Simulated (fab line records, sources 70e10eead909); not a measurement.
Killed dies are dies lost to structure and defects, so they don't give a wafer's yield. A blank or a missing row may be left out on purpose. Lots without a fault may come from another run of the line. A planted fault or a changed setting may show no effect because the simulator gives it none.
A struck lot beside a sound one | flow nand_harc | 21 steps out of a route of 1302
Sound: wafers L580.4, L580.5, L580.6. Struck: wafers L593.3, L593.4, L593.6. The cause comes at the end.
At each step with rows: each side's tool, then ch and its chambers, then its first start. Under that, the readings that differ: sound wafers | struck wafers | difference of the means | sigmas: that difference in standard deviations of wafers without a fault.
alike: readings whose means differ by less than 2 such deviations, and words and numbers that are the same on both sides. not compared: withheld readings, readings that some wafer has no value for, bounds like >300 that may hide the same value, and numbers for which the record gives no deviation and whose values overlap.
The two part at a step that has a row with sigmas, a row that says differs or no value, or rows on one side only. Numbers that don't overlap but have no deviation are shown without sigmas and don't part them. A reading that every wafer of one side lacks parts them only if that side has two wafers or more.

NHARC_P_CONTACT_CVD_23: deposits W, target thk 200 nm, time 557 s.
  sound on cvd_w-02 ch 1; struck on cvd_w-02 ch 0,1
  alike: heater_power_w, mfc_ar_sccm, throttle_valve_pct
NHARC_P_CONTACT_CMP_24: polishes, t overpolish 30 s, target thk 200 nm.
  sound on cmp-04 ch 1,2, day 8 05:49; struck on cmp-04 ch 0,1,2, day 13 14:44
  alike: motor_current_A, overpolish_run_s, slurry_filter_dp_kPa, time_to_endpoint_s
  not compared: pad_life_wafers
then, 1 step without rows for these wafers: NHARC_P_CONTACT_SRD_26.
NHARC_P_CONTACT_INSPECT_27:
  sound on defect_inspect-01, day 8 06:11; struck on defect_inspect-02, day 13 15:08
  alike: raw_defect_count
then, 7 steps without rows for these wafers: NHARC_P_M0_DEP_00 (deposits SiOC, target thk 150 nm); NHARC_P_M0_DEHYDRATE_01 (time 120 s); NHARC_P_M0_HMDS_02 (time 30 s); NHARC_P_M0_COAT_33 (time 65 s); NHARC_P_M0_COAT_03 (resist thk 90 nm); NHARC_P_M0_SOFTBAKE_04 (time 55 s); NHARC_P_M0_EBR_05.
NHARC_P_M0_EXPOSE_06: exposes mask P M0, target cd 90 nm.
  sound on arfi_scanner-01 ch 0, day 8 06:58; struck on arfi_scanner-01 ch 0, day 13 15:54
  reading              | sound             | struck            | difference | sigmas
  exposure_dose_mJ_cm2 | 81.14 81.24 81.33 | 56.38 56.43 56.49 | -24.80     | -99 or more
  alike: mask, focus_offset_nm
then, 2 steps without rows for these wafers: NHARC_P_M0_PEB_07 (peb time 65 s); NHARC_P_M0_DEVELOP_08 (develop time 35 s).
NHARC_P_M0_CD_MEAS_09: target cd 90 nm.
  sound on cd_sem-01 ch 0, day 8 07:05; struck on cd_sem-02 ch 0, day 13 16:02
  reading    | sound          | struck         | difference | sigmas
  cd_nm (nm) | 90.3 90.6 90.9 | 67.4 67.9 67.2 | -23.1      | -41
NHARC_P_M0_OVL_MEAS_10: pitch 180 nm.
  sound on overlay-02, day 8 07:10; struck on overlay-01, day 13 16:07
  alike: overlay_x_nm, overlay_y_nm
NHARC_P_M0_INSPECT_11:
  sound on defect_inspect-02, day 8 07:13; struck on defect_inspect-02, day 13 16:09
  alike: raw_defect_count
NHARC_P_M0_DESCUM_14: chemistry O2, time 3 s.
  sound on rie_diel-06 ch 0,1, day 8 07:16; struck on rie_diel-06 ch 1,2,3, day 13 16:14
  reading               | sound            | struck           | difference | sigmas
  model.P_M0.cd_nm (nm) | 90.6 90.14 90.99 | 67.05 67.6 67.06 | -23.34     |
  alike: drypump_motor_current_A, mfc_ar_sccm, oes_product_au, rf_vpp_V, showerhead_plenum_p_Torr, throttle_valve_pct
  not compared: rf_hours_counter_h
NHARC_P_M0_ETCH_34: etches the open film in N2/H2, target depth 40 nm, overetch 12 nm, time 43.94 s.
  sound on rie_diel-06 ch 0,1,3, day 8 07:22; struck on rie_diel-06 ch 1,2,3, day 13 16:19
  alike: drypump_motor_current_A, h2_flow_sccm, mfc_ar_sccm, oes_product_au, rf_vpp_V, showerhead_plenum_p_Torr, throttle_valve_pct
  not compared: rf_hours_counter_h
NHARC_P_M0_ETCH_15: etches the open film in C4F8/Ar, target depth 150 nm, overetch 15 nm, time 82.5 s.
  sound on rie_diel-06 ch 0,3; struck on rie_diel-06 ch 2,3
  reading               | sound             | struck            | difference | sigmas
  model.P_M0.cd_nm (nm) | 90.85 90.92 91.02 | 66.89 68.03 67.44 | -23.48     |
  alike: oes_product_au, rf_vpp_V
  not compared: rf_hours_counter_h
NHARC_P_M0_CD_MEAS_16:
  sound on cd_sem-03, day 8 07:37; struck on cd_sem-02, day 13 16:34
  reading    | sound          | struck         | difference | sigmas
  cd_nm (nm) | 90.8 90.6 91.0 | 67.1 68.5 67.6 | -23.1      | -31

WHERE THEY PART
First at NHARC_P_M0_EXPOSE_06; last, within this record, at NHARC_P_M0_CD_MEAS_16.

WHY: what the simulator had put in
Process parameter drift: arfi_scanner-01, from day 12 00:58 on, at NHARC_P_M0_EXPOSE_06. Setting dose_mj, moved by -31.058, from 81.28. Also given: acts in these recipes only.
